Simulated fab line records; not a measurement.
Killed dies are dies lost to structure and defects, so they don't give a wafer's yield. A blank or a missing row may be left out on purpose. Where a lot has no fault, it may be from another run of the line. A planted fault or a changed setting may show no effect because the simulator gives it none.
Matching of chambers    flow nandHarc    NHARC_A_STAIRCASE_TRIM_12 on rieDiel-06: 4 sister chambers
The step chemistry O2, time 211.2 s. 4 wafers are shown with their chamber, then 8 later ones without.

== WAFERS WITH THEIR CHAMBER ==
wafer   chamber  drypumpMotorCurrentA (A)
L086.2  1        5.6
L086.5  3        5.3
L086.6  2        6.3
L089.1  0        5.3

== WAFERS WITH NO CHAMBER GIVEN ==
wafer   drypumpMotorCurrentA (A)
L089.4  6.3
L089.5  5.3
L090.2  5.3
L090.3  5.3
L090.6  6.2
L095.2  6.2
L095.4  5.2
L095.5  6.3

== EACH ONE'S CHAMBER ==
wafer   from the rows above      in truth
L089.4  2                        2
L089.5  can't be placed: 0 or 3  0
L090.2  can't be placed: 0 or 3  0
L090.3  can't be placed: 0 or 3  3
L090.6  2                        2
L095.2  2                        2
L095.4  can't be placed: 0 or 3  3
L095.5  2                        2
Placed correctly: 4 of 8. From these rows, 4 cannot be placed; in 4 the true chamber is one of the candidates. Wrongly placed: 0.
How it was worked out, from the rows above alone: a wafer's distance from a chamber is the root of the sum, over the readings, of the square of ((its reading less the chamber's mean) divided by the reading's scatter). The wafer belongs to the nearest chamber; if the next one is less than 2 further off, it can't be placed. For every chamber, the mean is computed from those of its wafers that are shown. The scatter (one wafer shown for each chamber): square how far every hidden wafer sits from the nearest shown wafer, average those squares and take the square root.
